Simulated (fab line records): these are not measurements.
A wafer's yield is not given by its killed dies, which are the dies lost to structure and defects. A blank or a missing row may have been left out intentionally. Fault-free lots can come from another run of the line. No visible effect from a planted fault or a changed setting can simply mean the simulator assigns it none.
Matching of chambers -- flow n5-finfet -- N5_BEOL_M7_DESCUM_33 on rie-diel-06: 4 sister chambers
The step chemistry O2, time 7 s. 18 wafers are shown with their chamber, then 9 later ones without.

== WAFERS WITH THEIR CHAMBER ==
wafer,chamber,showerhead-plenum-p-Torr (Torr),oes-product-au (a.u.),throttle-valve-pct (%)
L074.4,0,2.06,0.95,20.20
L074.5,3,2.04,0.84,20.19
L074.6,0,2.06,0.95,20.19
L077.1,0,2.06,0.94,20.21
L077.2,2,2.07,0.69,20.21
L077.5,3,2.04,0.84,20.19
L078.1,1,2.21,0.87,20.41
L078.3,0,2.06,0.92,20.23
L078.5,1,2.20,0.86,20.40
L082.2,1,2.20,0.85,20.40
L082.3,0,2.06,0.91,20.23
L082.6,3,2.04,0.82,20.25
L084.4,1,2.20,0.85,20.42
L084.5,0,2.05,0.90,20.24
L084.6,1,2.20,0.85,20.41
L086.1,2,2.06,0.67,20.24
L086.2,3,2.03,0.81,20.25
L086.6,2,2.06,0.68,20.23

SIGNATURES (averages over the wafers above)
reading,chamber 0,chamber 1,chamber 2,chamber 3,scatter within a chamber
showerhead-plenum-p-Torr,2.0583,2.2020,2.0633,2.0375,0.00467
oes-product-au,0.9283,0.8560,0.6800,0.8275,0.0158
throttle-valve-pct,20.2167,20.4080,20.2267,20.2200,0.0212
Rule: a wafer lies at a distance from a chamber equal to the root of the sum of squares, over the readings, of (its reading less the chamber's mean, divided by the reading's scatter). The wafer belongs to the nearest chamber; if the next one is less than 2 further off, it can't be placed. The scatter: the root of (the sum of the squares of (reading less its chamber's mean) over the shown wafers, divided by (wafers less chambers)).

== WAFERS WITH NO CHAMBER GIVEN ==
wafer,showerhead-plenum-p-Torr (Torr),oes-product-au (a.u.),throttle-valve-pct (%)
L091.1,2.20,0.84,20.43
L091.2,2.06,0.67,20.27
L091.6,2.06,0.67,20.26
L093.3,2.03,0.79,20.26
L093.4,2.05,0.87,20.25
L093.6,2.03,0.79,20.26
L097.2,2.03,0.79,20.27
L097.3,2.19,0.83,20.44
L097.6,2.03,0.80,20.27

== EACH ONE'S CHAMBER ==
wafer,from the rows above,in truth
L091.1,1,1
L091.2,2,2
L091.6,2,2
L093.3,3,3
L093.4,can't be placed: 3 or 0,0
L093.6,3,3
L097.2,3,3
L097.3,1,1
L097.6,3,3
Correct placement for 8 of the 9. Unplaceable from these rows: 1, with the true chamber sitting among the candidates in 1. Number placed wrongly: 0.
